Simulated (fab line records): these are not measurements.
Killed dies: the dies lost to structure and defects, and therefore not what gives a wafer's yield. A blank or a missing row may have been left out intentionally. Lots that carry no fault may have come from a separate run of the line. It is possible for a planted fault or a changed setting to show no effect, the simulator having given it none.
The same fault as seen by 2 desks -- flow n5_finfet -- every desk sees just its own numbers, and what lay behind them comes last

AT THE TOOL OWNER'S DESK: ald_sin-04
The tool's own readings at N5_SDB_ALD_29 (deposits SiNx, target thk 30 nm, pulse time 1 s, ald cycles 600): means of the sampled wafers that have a number, for each lot that ran on this tool. If a lot's mean is further than 4 standard deviations from the usual mean, the lot is out of limits and carries the mark OUT (the distance appears in the brackets).
Columns: A = heater_power_w at N5_SDB_ALD_29, usual 822 W; B = precursor_pulse_height_rel at N5_SDB_ALD_29, usual 1.003
lot,first seen here,A,B
L758,day 4 01:05,762,1.022
L761,day 4 22:50,902,0.993
L768,day 6 13:23,900,1.014
L776,day 8 15:22,926,1.012
L777,day 8 20:02,824,1.007
This desk's finding: nothing out of limits on any of the 5 lots.

THE METROLOGY DESK
Means of the sampled wafers that have a number, per lot and without regard to the tool the lot ran on: this is what the gauges read. If a lot's mean is further than 4 standard deviations from the usual mean, the lot is out of limits and carries the mark OUT (the distance appears in the brackets). Readings shown: 7 of its 11, picked as those furthest out on some lot.
Columns: A = cd_nm at N5_SDB_CD_MEAS_11, usual 50.3 nm; B = DIBL_P at N5_BEOL_M4_RC_MEAS_101, usual 36.1 mV/V; C = IOFF_N at N5_BEOL_M4_RC_MEAS_101, usual 0.160 nA/um; D = IOFF_P at N5_BEOL_M4_RC_MEAS_101, usual 0.21 nA/um; E = ION_P at N5_BEOL_M4_RC_MEAS_101, usual 464 uA/um; F = SS_P at N5_BEOL_M4_RC_MEAS_101, usual 73.3 mV/dec; G = VT_P at N5_BEOL_M4_RC_MEAS_101, usual -249 mV
lot,first seen here,A,B,C,D,E,F,G
L758,day 4 00:06,48.1,35.5,0.161,0.22,460,73.3,-249
L760,day 4 10:30,49.6,34.8,0.127,0.16,452,73.0,-258
L761,day 4 21:51,51.8,35.5,0.146,0.20,464,73.2,-250
L764,day 5 16:38,50.6,36.5,0.161,0.24,465,73.6,-244
L765,day 5 21:19,49.8,35.6,0.147,0.19,456,73.3,-251
L766,day 5 23:49,50.6,37.0,0.176,0.23,468,73.6,-250
L768,day 6 12:25,50.2,39.7,0.204,0.30,481,74.3,-244
L771,day 7 06:17,52.2,33.9,0.135,0.20,463,72.7,-250
L776,day 8 14:29,51.1,34.8,0.150,0.18,466,73.0,-251
L777,day 8 19:04,51.5,36.9,0.172,0.23,474,73.1,-249
This desk's finding: nothing out of limits on any of the 10 lots.

TAKEN TOGETHER
The desk of the tool owner found nothing out of limits.
Metrology desk: nothing out of limits seen.

WHAT THE SIMULATOR HAD INSERTED
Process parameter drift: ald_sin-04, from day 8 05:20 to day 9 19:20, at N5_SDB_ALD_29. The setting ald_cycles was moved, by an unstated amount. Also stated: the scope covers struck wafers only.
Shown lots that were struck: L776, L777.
